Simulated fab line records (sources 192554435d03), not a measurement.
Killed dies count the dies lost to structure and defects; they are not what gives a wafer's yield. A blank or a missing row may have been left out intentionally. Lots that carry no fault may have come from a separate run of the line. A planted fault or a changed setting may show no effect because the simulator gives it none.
Chamber matching ; flow n5-finfet ; N5_BEOL_M15_ETCH_61 on rie-diel-04: 4 sister chambers
The step etches BARC in N2/H2, target depth 89 nm, overetch 26.7 nm, time 67.9 s. 20 wafers are shown with their chamber, then 10 later ones without.

WAFERS, EACH WITH ITS CHAMBER
wafer;chamber;drypump-motor-current-A (A);showerhead-plenum-p-Torr (Torr);throttle-valve-pct (%)
L075.1;3;6.4;2.33;17.73
L075.5;0;5.1;2.46;18.03
L075.6;1;5.5;2.54;18.03
L076.2;0;5.1;2.46;18.03
L076.3;3;6.5;2.33;17.74
L076.5;0;5.1;2.46;18.01
L077.1;3;6.4;2.33;17.76
L077.4;2;6.0;2.60;17.45
L077.5;3;6.4;2.33;17.74
L079.1;2;6.0;2.60;17.44
L079.4;3;6.5;2.33;17.75
L079.5;1;5.5;2.54;18.05
L083.4;2;6.0;2.60;17.46
L083.5;1;5.5;2.54;18.05
L083.6;0;5.1;2.45;18.06
L082.2;1;5.5;2.54;18.07
L082.4;3;6.4;2.32;17.75
L082.5;3;6.4;2.32;17.77
L084.1;1;5.5;2.54;18.09
L084.2;3;6.4;2.32;17.77

SIGNATURES, as means of the wafers listed above
reading;chamber 0;chamber 1;chamber 2;chamber 3;scatter within a chamber
drypump-motor-current-A;5.100;5.500;6.000;6.425;0.0306
showerhead-plenum-p-Torr;2.4575;2.5400;2.6000;2.3262;0.00405
throttle-valve-pct;18.0325;18.0580;17.4500;17.7512;0.0178
Rule: a wafer's distance from a chamber is the root of the sum, over the readings, of the square of ((its reading less the chamber's mean) divided by the reading's scatter). If the next closest chamber is less than 2 further off than the closest, the wafer can't be placed; otherwise it belongs to the closest. The scatter is the square root of a quotient: the sum, over the shown wafers, of each reading's squared deviation from its chamber's mean, divided by wafers minus chambers.

WAFERS MISSING THEIR CHAMBER
wafer;drypump-motor-current-A (A);showerhead-plenum-p-Torr (Torr);throttle-valve-pct (%)
L084.4;5.1;2.45;18.08
L091.2;6.0;2.59;17.49
L091.4;5.1;2.45;18.08
L091.5;5.5;2.53;18.07
L092.2;5.1;2.45;18.09
L092.4;6.4;2.32;17.80
L092.6;6.4;2.32;17.81
L090.2;5.5;2.53;18.10
L090.4;5.9;2.59;17.50
L090.6;6.4;2.31;17.80

WHICH CHAMBER EACH ONE RAN IN
wafer;from the rows above;in truth
L084.4;0;0
L091.2;2;2
L091.4;0;0
L091.5;1;1
L092.2;0;0
L092.4;3;3
L092.6;3;3
L090.2;1;1
L090.4;2;2
L090.6;3;3
Correctly placed: 10 of 10. From these rows, 0 cannot be placed. Wrongly placed: 0.
